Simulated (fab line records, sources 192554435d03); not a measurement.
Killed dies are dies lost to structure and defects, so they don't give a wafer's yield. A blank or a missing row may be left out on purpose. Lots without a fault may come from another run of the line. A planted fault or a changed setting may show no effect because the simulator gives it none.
Which tool did it? | flow n5_finfet | 7 lots, 20 wafers sampled, at 4 steps of a route of 1938

WHAT THE GAUGES READ, wafer by wafer
N5_BEOL_M0_SAQP_CD_MEAS_29: target cd 14.4 nm.
lot  | measured     | on        | cd_nm (nm)
L638 | day 6 11:22  | cd_sem-02 | 15.05 15.22 15.21
L642 | day 7 16:19  | cd_sem-03 | 15.26 15.06
L645 | day 8 02:37  | cd_sem-02 | - - -
L648 | day 8 23:59  | cd_sem-02 | 15.04 15.25 15.32
L651 | day 9 15:58  | cd_sem-03 | 15.46 14.97 15.43
L653 | day 10 04:14 | cd_sem-03 | 14.82 15.47 14.95
L655 | day 10 17:59 | cd_sem-03 | 15.01 14.82 14.97

WHICH TOOL RAN EACH LOT (tool, then ch and the chambers of the sampled wafers, then the start)
lot  | N5_MOL_CONTACT_COAG_STRIP_49         | N5_BEOL_M0_SAQP_ILD_DEP_01     | N5_BEOL_M0_SAQP_PECVD_97
L638 | plasma_asher-01 ch 0,1, day 5 22:57  | pecvd-04 ch 1,2, day 6 03:22   | pecvd-03 ch 0,2, day 6 05:26
L642 | plasma_asher-01 ch 0, day 7 05:14    | pecvd-03 ch 2, day 7 11:52     | pecvd-01 ch 1,2, day 7 12:11
L645 | plasma_asher-01 ch 0,1, day 7 17:00  | pecvd-03 ch 0,1, day 7 21:19   | pecvd-01 ch 0,2, day 7 21:51
L648 | plasma_asher-02 ch 0,1, day 8 14:19  | pecvd-03 ch 1,2, day 8 18:38   | pecvd-01 ch 0,1,2, day 8 19:22
L651 | plasma_asher-01 ch 0,1, day 9 06:04  | pecvd-03 ch 0,1, day 9 10:29   | pecvd-04 ch 0,1,2, day 9 11:46
L653 | plasma_asher-02 ch 0,1, day 9 17:39  | pecvd-03 ch 0,1,2, day 9 21:58 | pecvd-03 ch 0,1,2, day 9 23:23
L655 | plasma_asher-01 ch 0,1, day 10 05:35 | pecvd-01 ch 0,1, day 10 12:45  | pecvd-04 ch 0,2, day 10 13:38
- N5_MOL_CONTACT_COAG_STRIP_49: strips in N2/H2, time 30 s.
- N5_BEOL_M0_SAQP_ILD_DEP_01: deposits SiOC from DEMS/O2, target thk 45.419 nm, time 8.7 s.
- N5_BEOL_M0_SAQP_PECVD_97: deposits SiNx from SiH4/NH3/N2, target thk 23 nm, time 19.9 s.

THE ANSWER, worked out from the rows above alone
Rule: what is usual is taken from the lots themselves. Put in order of their means at a reading, lots are off if they are a third of the lots or fewer, leave a main group of 4 or more, and stand apart from it by a gap of 3 or more times the standard deviation of the main group's means; of several such gaps the widest counts. A main group whose means are all the same, to the digits that the tables above print for the reading, isn't used. A lot without any number at a reading at which 4 lots or more have one is off too. The other lots that the step has rows for count as sound.
Off: L645, at N5_BEOL_M0_SAQP_CD_MEAS_29 (cd_nm). Without a number there: L645. The main group: mean 15.14 nm, standard deviation 0.11.
A tool fits if, at a process step before that reading, it ran every lot that is off, and no sound lot after the first of them. The gauges at N5_BEOL_M0_SAQP_CD_MEAS_29 are tried like those tools. None of those tried fits.

WHAT THE SIMULATOR HAD PUT IN
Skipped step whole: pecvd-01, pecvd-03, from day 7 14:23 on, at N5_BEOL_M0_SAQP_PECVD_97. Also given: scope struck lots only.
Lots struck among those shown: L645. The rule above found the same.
